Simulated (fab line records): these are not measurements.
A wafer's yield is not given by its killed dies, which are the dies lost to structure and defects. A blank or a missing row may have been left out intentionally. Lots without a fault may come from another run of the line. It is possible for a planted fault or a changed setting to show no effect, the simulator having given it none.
Which tool did it?    flow nandHarc    Sampling: 24 lots, 72 wafers, 5 of 1302 route steps

WHAT EACH GAUGE READ, for each wafer
NHARC_P_M2_THK_MEAS_24: measures by xrf. Usual: thkNm at 144.9 nm, with a standard deviation of 1.9.
lot   measured      on            thkNm (nm)         flag
L074  day 6 16:21   filmMetro-02  144.1 146.1 147.3  
L076  day 7 04:06   filmMetro-01  145.2 144.2 145.9  
L075  day 7 04:52   filmMetro-01  143.8 146.2 145.5  
L077  day 7 18:37   filmMetro-02  143.9 142.4 145.3  
L078  day 8 08:40   filmMetro-02  144.2 143.1 146.4  
L079  day 8 13:38   filmMetro-01  145.6 143.6 145.1  
L081  day 9 05:32   filmMetro-02  144.6 142.7 144.2  
L080  day 9 06:25   filmMetro-01  146.1 144.7 145.3  
L082  day 10 03:03  filmMetro-02  144.3 143.6 145.5  
L083  day 10 04:44  filmMetro-02  144.3 143.3 142.5  
L084  day 10 20:04  filmMetro-01  147.0 144.8 145.0  
L085  day 10 23:58  filmMetro-02  143.9 145.7 145.3  
L086  day 11 11:15  filmMetro-02  144.9 141.9 141.6  
L088  day 12 17:54  filmMetro-02  148.5 142.1 149.5  
L087  day 12 18:38  filmMetro-02  145.8 146.2 145.8  
L089  day 13 02:50  filmMetro-01  144.6 143.8 144.1  
L090  day 13 08:05  filmMetro-02  148.9 146.2 145.9  
L091  day 13 20:34  filmMetro-01  145.0 146.4 146.4  
L092  day 14 01:30  filmMetro-02  147.5 146.3 141.8  
L093  day 14 11:34  filmMetro-02  144.6 147.2 146.6  
L094  day 14 23:41  filmMetro-02  143.4 145.4 143.1  
L095  day 15 10:14  filmMetro-01  146.7 146.9 145.6  
L096  day 15 19:14  filmMetro-02  144.8 142.6 141.3  
L097  day 16 01:59  filmMetro-02  142.8 143.5 140.9  

NHARC_P_BONDPAD_OVL_MEAS_38. Usual: overlayXNm 1 nm, standard deviation 6.5; overlayYNm 1 nm, standard deviation 7.
lot   measured      on          overlayXNm (nm)  overlayYNm (nm)  flag
L074  day 6 18:16   overlay-01  -1 -1 -1         -3 -3 -3         
L076  day 7 06:08   overlay-01  16 16 17         0 1 1            
L075  day 7 06:46   overlay-02  -1 -1 -1         -8 -8 -8         
L077  day 7 20:38   overlay-02  -1 -1 -1         13 13 13         
L078  day 8 10:35   overlay-01  4 4 4            4 4 4            
L079  day 8 15:42   overlay-01  5 5 5            -3 -4 -2         
L081  day 9 07:35   overlay-02  -8 -8 -8         -11 -12 -12      
L080  day 9 08:35   overlay-02  3 4 4            0 0 0            
L082  day 10 04:58  overlay-01  2 2 2            -9 -8 -9         
L083  day 10 06:46  overlay-01  -3 -3 -3         7 7 7            
L084  day 10 22:04  overlay-02  7 7 7            11 11 10         
L085  day 11 01:51  overlay-02  4 4 5            16 15 15         
L086  day 11 13:17  overlay-01  7 8 7            1 2 1            
L088  day 12 19:58  overlay-02  -9 -9 -9         6 6 6            
L087  day 12 20:32  overlay-02  -2 -2 -2         -2 -1 -2         
L089  day 13 04:47  overlay-01  -9 -9 -9         -6 -6 -6         
L090  day 13 09:58  overlay-02  -7 -7 -7         2 2 2            
L091  day 13 22:35  overlay-01  10 10 10         -5 -5 -5         
L092  day 14 03:26  overlay-01  1 1 1            1 1 1            
L093  day 14 13:28  overlay-01  6 6 6            4 4 4            
L094  day 15 02:00  overlay-02  3 2 2            11 11 10         
L095  day 15 12:16  overlay-02  -3 -2 -2         -2 -3 -2         
L096  day 15 21:16  overlay-01  12 12 12         4 4 4            
L097  day 16 04:01  overlay-01  -5 -5 -5         -8 -8 -8         

WHICH TOOL RAN EACH LOT (tool, then ch and the chambers of the sampled wafers, then the start)
lot   NHARC_P_CONTACT_CMP_24         NHARC_P_M2_PVD_21                       NHARC_P_M2_DEP_33
L074  cmp-04 ch 0,2, day 6 04:31     pvdSputter-03, day 6 16:21 or earlier   pecvd-04 ch 0,1, day 6 16:42
L076  cmp-03 ch 0,1,3, day 6 16:10   pvdSputter-01, day 7 04:06 or earlier   pecvd-03 ch 0,1,2, day 7 04:24
L075  cmp-03 ch 0,1,2, day 6 16:38   pvdSputter-03, day 7 04:52 or earlier   pecvd-01 ch 0,1,2, day 7 05:13
L077  cmp-02 ch 1,2,3, day 7 06:34   pvdSputter-02, day 7 18:37 or earlier   pecvd-03 ch 0,2, day 7 18:55
L078  cmp-04 ch 0,1, day 7 20:40     pvdSputter-01, day 8 08:40 or earlier   pecvd-03 ch 0,1,2, day 8 08:58
L079  cmp-02 ch 1,2,3, day 8 01:30   pvdSputter-02, day 8 13:38 or earlier   pecvd-03 ch 0,1,2, day 8 14:02
L081  cmp-03 ch 0,2,3, day 8 17:26   pvdSputter-01, day 9 05:32 or earlier   pecvd-01 ch 0,1, day 9 05:53
L080  cmp-02 ch 0,1,3, day 8 18:11   pvdSputter-03, day 9 06:25 or earlier   pecvd-01 ch 0,1,2, day 9 06:44
L082  cmp-04 ch 0,2, day 9 15:17     pvdSputter-03, day 10 03:03 or earlier  pecvd-04 ch 1,2, day 10 03:24
L083  cmp-03 ch 0,1,3, day 9 16:44   pvdSputter-02, day 10 04:44 or earlier  pecvd-04 ch 0,2, day 10 05:03
L084  cmp-03 ch 0,2,3, day 10 08:03  pvdSputter-02, day 10 20:04 or earlier  pecvd-01 ch 0,1,2, day 10 20:22
L085  cmp-04 ch 1,2, day 10 12:04    pvdSputter-01, day 10 23:58 or earlier  pecvd-01 ch 1,2, day 11 00:19
L086  cmp-02 ch 0,1,2, day 10 22:37  pvdSputter-03, day 11 11:15 or earlier  pecvd-03 ch 0,1,2, day 11 11:41
L088  cmp-04 ch 0,2,3, day 12 05:16  pvdSputter-02, day 12 17:54 or earlier  pecvd-01 ch 0,1,2, day 12 18:15
L087  cmp-02 ch 1,2,3, day 12 05:52  pvdSputter-03, day 12 18:38 or earlier  pecvd-01 ch 0,1,2, day 12 18:59
L089  cmp-02 ch 0,1, day 12 14:40    pvdSputter-01, day 13 02:50 or earlier  pecvd-03 ch 0,1,2, day 13 03:12
L090  cmp-04 ch 0,1,3, day 12 19:58  pvdSputter-03, day 13 08:05 or earlier  pecvd-04 ch 1,2, day 13 08:26
L091  cmp-03 ch 1,2,3, day 13 08:38  pvdSputter-03, day 13 20:34 or earlier  pecvd-01 ch 0,1,2, day 13 20:55
L092  cmp-03 ch 0,3, day 13 13:31    pvdSputter-01, day 14 01:30 or earlier  pecvd-03 ch 0,2, day 14 01:50
L093  cmp-03 ch 1,3, day 13 23:16    pvdSputter-01, day 14 11:34 or earlier  pecvd-04 ch 0,1,2, day 14 11:55
L094  cmp-03 ch 0,3, day 14 11:35    pvdSputter-01, day 14 23:41 or earlier  pecvd-01 ch 0,2, day 15 00:10
L095  cmp-03 ch 0,1, day 14 21:50    pvdSputter-01, day 15 10:14 or earlier  pecvd-04 ch 0,1,2, day 15 10:32
L096  cmp-02 ch 0,2,3, day 15 07:06  pvdSputter-01, day 15 19:14 or earlier  pecvd-01 ch 0,1,2, day 15 19:35
L097  cmp-03 ch 0,2,3, day 15 13:38  pvdSputter-01, day 16 01:59 or earlier  pecvd-03 ch 0,2, day 16 02:17
- NHARC_P_CONTACT_CMP_24: polishes, t overpolish 30 s, target thk 200 nm.
- NHARC_P_M2_PVD_21: deposits Cu, target thk 30 nm, time 20.49 s.
- NHARC_P_M2_DEP_33: deposits SiCN, target thk 30 nm.

AS READ BY THE TOOLS THEMSELVES (means over the sampled wafers that have a number; for cases with no such wafer, the mark the record gives instead)
NHARC_P_CONTACT_CMP_24. Usual: edgeZonePressureFrac 1.000, standard deviation 0.0053; motorCurrentA 12.4 A, standard deviation 1; overpolishRunS 30.000 s, standard deviation 0.0083; timeToEndpointS 41 s, standard deviation 3.7.
lot   tool    edgeZonePressureFrac  motorCurrentA (A)  overpolishRunS (s)  timeToEndpointS (s)  flag
L074  cmp-04  1.001                 12.1               30.000              44                   
L076  cmp-03  0.995                 12.4               30.007              40                   
L075  cmp-03  0.999                 12.6               30.003              42                   
L077  cmp-02  0.998                 13.1               29.997              45                   
L078  cmp-04  0.997                 12.4               30.003              44                   
L079  cmp-02  0.999                 13.1               29.998              42                   
L081  cmp-03  0.998                 12.3               30.006              36                   
L080  cmp-02  1.001                 13.3               29.999              44                   
L082  cmp-04  1.000                 12.1               30.002              42                   
L083  cmp-03  1.001                 12.4               30.005              37                   
L084  cmp-03  0.999                 11.9               30.002              37                   
L085  cmp-04  1.006                 13.2               30.002              43                   
L086  cmp-02  1.001                 12.5               29.996              49                   
L088  cmp-04  0.997                 11.4               30.007              39                   
L087  cmp-02  1.002                 12.7               29.999              41                   
L089  cmp-02  1.000                 13.2               30.001              46                   
L090  cmp-04  0.995                 11.7               29.994              41                   
L091  cmp-03  1.003                 12.6               29.999              37                   
L092  cmp-03  0.994                 11.7               29.997              38                   
L093  cmp-03  1.005                 12.2               30.006              38                   
L094  cmp-03  0.998                 12.2               30.004              38                   
L095  cmp-03  1.005                 12.9               30.002              39                   
L096  cmp-02  0.998                 12.4               29.994              43                   
L097  cmp-03  1.000                 12.2               30.000              40                   

NHARC_P_M2_PVD_21. Usual: throttleValvePct at 29.5 %, with a standard deviation of 1.3.
lot   tool           throttleValvePct (%)  flag
L074  pvdSputter-03  30.4                  
L076  pvdSputter-01  29.5                  
L075  pvdSputter-03  31.2                  
L077  pvdSputter-02  29.4                  
L078  pvdSputter-01  28.2                  
L079  pvdSputter-02  29.9                  
L081  pvdSputter-01  28.4                  
L080  pvdSputter-03  29.7                  
L082  pvdSputter-03  29.0                  
L083  pvdSputter-02  30.4                  
L084  pvdSputter-02  29.7                  
L085  pvdSputter-01  29.6                  
L086  pvdSputter-03  29.7                  
L088  pvdSputter-02  28.9                  
L087  pvdSputter-03  29.2                  
L089  pvdSputter-01  30.2                  
L090  pvdSputter-03  29.7                  
L091  pvdSputter-03  29.6                  
L092  pvdSputter-01  29.2                  
L093  pvdSputter-01  28.3                  
L094  pvdSputter-01  29.0                  
L095  pvdSputter-01  28.9                  
L096  pvdSputter-01  28.4                  
L097  pvdSputter-01  29.4                  

NHARC_P_M2_DEP_33. Usual: heaterPowerOuterW 333 W, standard deviation 48; heaterPowerW 583 W, standard deviation 71.
lot   tool      heaterPowerOuterW (W)  heaterPowerW (W)  flag
L074  pecvd-04  303                    568               
L076  pecvd-03  305                    549               
L075  pecvd-01  359                    595               
L077  pecvd-03  305                    536               
L078  pecvd-03  304                    551               
L079  pecvd-03  324                    582               
L081  pecvd-01  336                    552               
L080  pecvd-01  341                    579               
L082  pecvd-04  336                    608               
L083  pecvd-04  320                    598               
L084  pecvd-01  372                    619               
L085  pecvd-01  374                    607               
L086  pecvd-03  317                    575               
L088  pecvd-01  336                    565               
L087  pecvd-01  359                    603               
L089  pecvd-03  328                    578               
L090  pecvd-04  301                    574               
L091  pecvd-01  363                    611               
L092  pecvd-03  262                    502               
L093  pecvd-04  338                    608               
L094  pecvd-01  406                    673               
L095  pecvd-04  309                    557               
L096  pecvd-01  380                    628               
L097  pecvd-03  268                    499               

THE ANSWER, worked out from the rows above alone
Rule: a lot counts as off when the mean over its wafers that have a number is more than 3 standard deviations away from the usual mean. A lot without any number at a reading at which 4 lots or more have one is off too. Where the step has rows for the other lots, those lots are counted as sound. First the gauges in route order, then the tools' own readings, where a lot's mean is used as printed above. The first step at which some lot is off is used, and at that step the reading that is off furthest; a lot without a number counts as furthest.
None of the lots is off at any reading shown; this tells nothing.

WHAT THE SIMULATOR PUT IN
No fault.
